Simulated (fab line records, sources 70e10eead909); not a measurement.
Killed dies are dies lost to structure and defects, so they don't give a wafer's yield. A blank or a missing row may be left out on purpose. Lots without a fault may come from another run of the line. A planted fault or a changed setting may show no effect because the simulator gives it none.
Which tool did it? | flow nand_harc | 6 lots, 18 wafers sampled, at 4 steps of a route of 1159

WHAT THE GAUGES READ, wafer by wafer
NHARC_END_SORT_01.
lot  | measured     | on        | sort_bin_3_pct (%)
L898 | day 20 16:23 | prober-01 | 0.30 0.15 0.30
L900 | day 21 00:05 | prober-01 | 0 0.15 0
L905 | day 22 14:58 | prober-02 | 0.44 0 0
L912 | day 24 09:53 | prober-02 | 0.74 1.62 0.15
L917 | day 25 09:14 | prober-02 | 0.15 0.15 0.15

WHICH TOOL RAN EACH LOT (tool, then ch and the chambers of the sampled wafers, then the start)
lot  | NHARC_THIN_TSV_ETCHBACK_48         | NHARC_THIN_TSV_STRIP_56              | NHARC_THIN_TSV_STRIP_57
L898 | rie_diel-12 ch 2,3, day 19 10:30   | plasma_asher-01 ch 0,1, day 19 14:50 | wet_bench-08 ch 2,3,5, day 19 15:10
L900 | rie_diel-01 ch 0,1,2, day 19 22:02 | plasma_asher-02 ch 0,1, day 20 03:41 | wet_bench-08 ch 0,2,6, day 20 04:02
L901 | rie_diel-12 ch 1,2, day 20 03:52   | plasma_asher-01 ch 0,1, day 20 08:37 | wet_bench-10 ch 2,3,6, day 20 08:55
L905 | rie_diel-12 ch 0,1,3, day 22 01:43 | plasma_asher-01 ch 0,1, day 22 06:02 | wet_bench-10 ch 3,4,5, day 22 06:26
L912 | rie_diel-12 ch 0,1,2, day 23 19:24 | plasma_asher-01 ch 0,1, day 23 23:47 | wet_bench-10 ch 2,3,6, day 24 00:07
L917 | rie_diel-02 ch 0,3, day 24 18:22   | plasma_asher-02 ch 0,1, day 24 22:44 | wet_bench-08 ch 1,2,6, day 24 23:02
- NHARC_THIN_TSV_ETCHBACK_48: etches the open film in C4F8/Ar, target depth 1028.5 nm, time 405.17 s.
- NHARC_THIN_TSV_STRIP_56: strips in O2.
- NHARC_THIN_TSV_STRIP_57: strips in post etch residue remover, time 1200 s.

THE ANSWER, worked out from the rows above alone
Rule: what is usual is taken from the lots themselves. Put in order of their means at a reading, lots are off if they are a third of the lots or fewer, leave a main group of 4 or more, and stand apart from it by a gap of 3 or more times the standard deviation of the main group's means; of several such gaps the widest counts. A main group whose means are all the same, to the digits that the tables above print for the reading, isn't used. A lot without any number at a reading at which 4 lots or more have one is off too. The other lots that the step has rows for count as sound.
Off: L912, at NHARC_END_SORT_01 (sort_bin_3_pct). The main group: mean 0.15 %, standard deviation 0.071. Neither off nor sound, because the step has no rows for them: L901.
A tool fits if, at a process step before that reading, it ran every lot that is off, and no sound lot after the first of them. The gauges at NHARC_END_SORT_01 are tried like those tools. Can't be told from this: 3 tools fit, rie_diel-12 at NHARC_THIN_TSV_ETCHBACK_48, plasma_asher-01 at NHARC_THIN_TSV_STRIP_56, wet_bench-10 at NHARC_THIN_TSV_STRIP_57.

WHAT THE SIMULATOR HAD PUT IN
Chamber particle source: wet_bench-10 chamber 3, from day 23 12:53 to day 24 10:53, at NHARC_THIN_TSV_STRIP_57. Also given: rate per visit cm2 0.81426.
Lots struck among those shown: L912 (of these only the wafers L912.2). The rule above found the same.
